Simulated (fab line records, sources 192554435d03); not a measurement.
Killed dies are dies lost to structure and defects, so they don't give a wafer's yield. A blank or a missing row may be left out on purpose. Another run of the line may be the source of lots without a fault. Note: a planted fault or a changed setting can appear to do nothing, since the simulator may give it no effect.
Which of the tools did it? | flow n5Finfet | 24 lots, 72 wafers sampled, at 3 steps of a route of 1938

## WHAT EACH GAUGE READ, for each wafer
N5_BEOL_M7_INSPECT_58: inspects for defects (darkfield).
lot  | measured     | on               | rawDefectCount
L074 | day 9 04:53  | defectInspect-01 | 53 58 72
L075 | day 9 07:19  | defectInspect-02 | 48 82 56
L076 | day 9 11:52  | defectInspect-02 | 54 45 74
L077 | day 9 18:25  | defectInspect-01 | 72 74 48
L078 | day 10 03:08 | defectInspect-01 | 33 65 55
L080 | day 10 13:32 | defectInspect-02 | 105 58 73
L079 | day 10 17:54 | defectInspect-02 | 73 56 89
L081 | day 11 00:01 | defectInspect-01 | 73 66 53
L082 | day 11 04:59 | defectInspect-02 | 96 66 120
L084 | day 11 11:03 | defectInspect-02 | 69 71 65
L083 | day 11 16:23 | defectInspect-02 | 109 83 66
L085 | day 11 19:46 | defectInspect-01 | 50 91 70
L086 | day 12 06:40 | defectInspect-02 | 131 133 100
L087 | day 12 21:05 | defectInspect-01 | 77 33 107
L088 | day 12 21:59 | defectInspect-02 | 138 122 69
L090 | day 12 23:05 | defectInspect-01 | 28 51 62
L092 | day 13 03:35 | defectInspect-02 | 89 53 61
L089 | day 13 04:31 | defectInspect-02 | 67 75 64
L091 | day 13 05:11 | defectInspect-01 | 53 71 105
L094 | day 14 03:16 | defectInspect-02 | 118 140 76
L093 | day 14 05:28 | defectInspect-02 | 41 84 65
L096 | day 15 02:27 | defectInspect-02 | 65 82 93
L095 | day 15 07:45 | defectInspect-02 | 69 71 86
L097 | day 15 13:57 | defectInspect-02 | 54 54 70

N5_BEOL_M8_CD_MEAS_18: pitch 80 nm, target cd 40 nm.
lot  | measured     | on       | cdNm (nm)
L074 | day 9 07:11  | cdSem-03 | 40.1 40.3 40.0
L075 | day 9 10:20  | cdSem-03 | 39.3 39.4 39.6
L076 | day 9 15:38  | cdSem-03 | 40.4 40.0 40.2
L077 | day 9 21:58  | cdSem-01 | 40.6 40.6 39.8
L078 | day 10 06:44 | cdSem-02 | 40.6 40.0 40.8
L080 | day 10 17:20 | cdSem-02 | 39.3 39.8 39.5
L079 | day 10 20:31 | cdSem-02 | 40.1 39.7 39.2
L081 | day 11 02:29 | cdSem-01 | 40.1 39.8 40.3
L082 | day 11 07:03 | cdSem-03 | 40.7 40.2 40.3
L084 | day 11 15:16 | cdSem-02 | 40.7 40.0 40.4
L083 | day 11 18:40 | cdSem-03 | 40.4 39.8 39.7
L085 | day 11 22:49 | cdSem-03 | 39.3 39.5 38.8
L086 | day 12 08:45 | cdSem-01 | 40.1 40.0 40.2
L087 | day 12 23:05 | cdSem-01 | 40.5 40.6 39.8
L088 | day 13 01:11 | cdSem-03 | 39.6 39.6 40.0
L090 | day 13 01:20 | cdSem-03 | 40.1 40.4 40.0
L092 | day 13 08:44 | cdSem-01 | 39.5 40.0 40.0
L089 | day 13 09:02 | cdSem-02 | 39.9 39.9 40.1
L091 | day 13 09:11 | cdSem-01 | 39.4 39.2 39.7
L094 | day 14 10:13 | cdSem-01 | 40.2 39.4 40.0
L093 | day 14 11:00 | cdSem-02 | 39.1 39.7 38.8
L096 | day 15 07:12 | cdSem-03 | 40.3 39.4 40.1
L095 | day 15 11:13 | cdSem-02 | 40.7 40.2 39.9
L097 | day 15 16:05 | cdSem-03 | 40.2 40.8 40.2

## TOOL THAT RAN EACH LOT (tool first, then ch and the chambers of the sampled wafers, then the start)
lot  | N5_BEOL_M7_VIA_ETCH_34
L074 | rieDiel-05 ch 0,2,3, day 9 02:22
L075 | rieDiel-01 ch 1,2,3, day 9 04:36
L076 | rieDiel-01 ch 2,3, day 9 08:20
L077 | rieDiel-02 ch 0,1, day 9 15:40
L078 | rieDiel-05 ch 0,2,3, day 9 22:37
L080 | rieDiel-02 ch 0,1,2, day 10 09:24
L079 | rieDiel-01 ch 0,2, day 10 13:27
L081 | rieDiel-01 ch 0,2, day 10 21:11
L082 | rieDiel-01 ch 0,2,3, day 11 00:25
L084 | rieDiel-01 ch 0,2,3, day 11 08:33
L083 | rieDiel-02 ch 0,2,3, day 11 13:41
L085 | rieDiel-01 ch 2,3, day 11 17:01
L086 | rieDiel-01 ch 1,3, day 12 02:30
L087 | rieDiel-05 ch 0,1,2, day 12 18:04
L088 | rieDiel-02 ch 1,2, day 12 18:28
L090 | rieDiel-02 ch 0,2,3, day 12 20:17
L092 | rieDiel-01 ch 0,1,3, day 12 23:50
L089 | rieDiel-05 ch 0,1, day 13 00:28
L091 | rieDiel-01 ch 1,2,3, day 13 02:21
L094 | rieDiel-05 ch 1,2,3, day 14 00:22
L093 | rieDiel-01 ch 2,3, day 14 01:06
L096 | rieDiel-01 ch 1,2,3, day 14 22:55
L095 | rieDiel-01 ch 0,1,2, day 15 04:53
L097 | rieDiel-01 ch 0,1,3, day 15 09:04
- N5_BEOL_M7_VIA_ETCH_34: etches SiCOH lowk in C4F6/O2, target depth 125.5 nm, time 50.5 s.

## WHAT THE TOOLS THEMSELVES READ (means of the sampled wafers that have a number; where no wafer has one, the mark that the record gives instead)
N5_BEOL_M7_VIA_ETCH_34.
lot  | tool       | drypumpMotorCurrentA (A) | oesProductAu (a.u.) | rfVppV (V) | showerheadPlenumPTorr (Torr) | throttleValvePct (%)
L074 | rieDiel-05 | 5.9                      | 0.80                | 668        | 2.90                         | 20.88
L075 | rieDiel-01 | 5.7                      | 0.71                | 668        | 2.82                         | 21.05
L076 | rieDiel-01 | 5.6                      | 0.72                | 674        | 2.86                         | 21.13
L077 | rieDiel-02 | 5.7                      | 0.78                | 661        | 2.86                         | 20.97
L078 | rieDiel-05 | 5.9                      | 0.78                | 668        | 2.90                         | 20.91
L080 | rieDiel-02 | 6.0                      | 0.82                | 663        | 2.87                         | 21.00
L079 | rieDiel-01 | 6.1                      | 0.86                | 674        | 2.91                         | 20.66
L081 | rieDiel-01 | 6.0                      | 0.86                | 675        | 2.91                         | 20.67
L082 | rieDiel-01 | 5.9                      | 0.80                | 672        | 2.85                         | 20.90
L084 | rieDiel-01 | 5.9                      | 0.80                | 672        | 2.85                         | 20.92
L083 | rieDiel-02 | 5.8                      | 0.81                | 663        | 2.87                         | 20.85
L085 | rieDiel-01 | 5.6                      | 0.70                | 674        | 2.85                         | 21.17
L086 | rieDiel-01 | 5.8                      | 0.83                | 666        | 2.75                         | 20.97
L087 | rieDiel-05 | 5.8                      | 0.82                | 667        | 2.88                         | 20.83
L088 | rieDiel-02 | 6.4                      | 0.77                | 666        | 2.85                         | 21.10
L090 | rieDiel-02 | 5.8                      | 0.80                | 664        | 2.87                         | 20.86
L092 | rieDiel-01 | 6.0                      | 0.88                | 665        | 2.81                         | 20.74
L089 | rieDiel-05 | 5.9                      | 0.84                | 663        | 2.88                         | 20.75
L091 | rieDiel-01 | 5.7                      | 0.79                | 668        | 2.81                         | 20.99
L094 | rieDiel-05 | 5.8                      | 0.85                | 670        | 2.89                         | 20.68
L093 | rieDiel-01 | 5.7                      | 0.83                | 670        | 2.79                         | 21.04
L096 | rieDiel-01 | 5.8                      | 0.88                | 668        | 2.80                         | 20.87
L095 | rieDiel-01 | 5.9                      | 0.92                | 669        | 2.86                         | 20.65
L097 | rieDiel-01 | 6.0                      | 0.85                | 665        | 2.80                         | 20.77

## THE ANSWER, worked out from the rows above alone
Rule: the usual values come from the lots themselves. The widest of any qualifying gaps counts: lots, ordered by their means at a reading, are off when they make up no more than a third of the lots, leave a main group of 4 or more, and stand apart from it by 3 or more times the standard deviation of that group's means. A main group whose means are all the same, to the digits that the tables above print for the reading, isn't used. A lot without any number at a reading at which 4 lots or more have one is off too. The other lots that the step has rows for count as sound. The gauges are gone through in route order, then the tools' own readings, and for those a lot's mean is taken as printed above. The first step at which some lot is off is used, and at that step the reading that is off furthest; a lot without a number counts as furthest.
Nothing can be told from this: no lot is off at any reading shown.

## WHAT THE SIMULATOR HAD INSERTED
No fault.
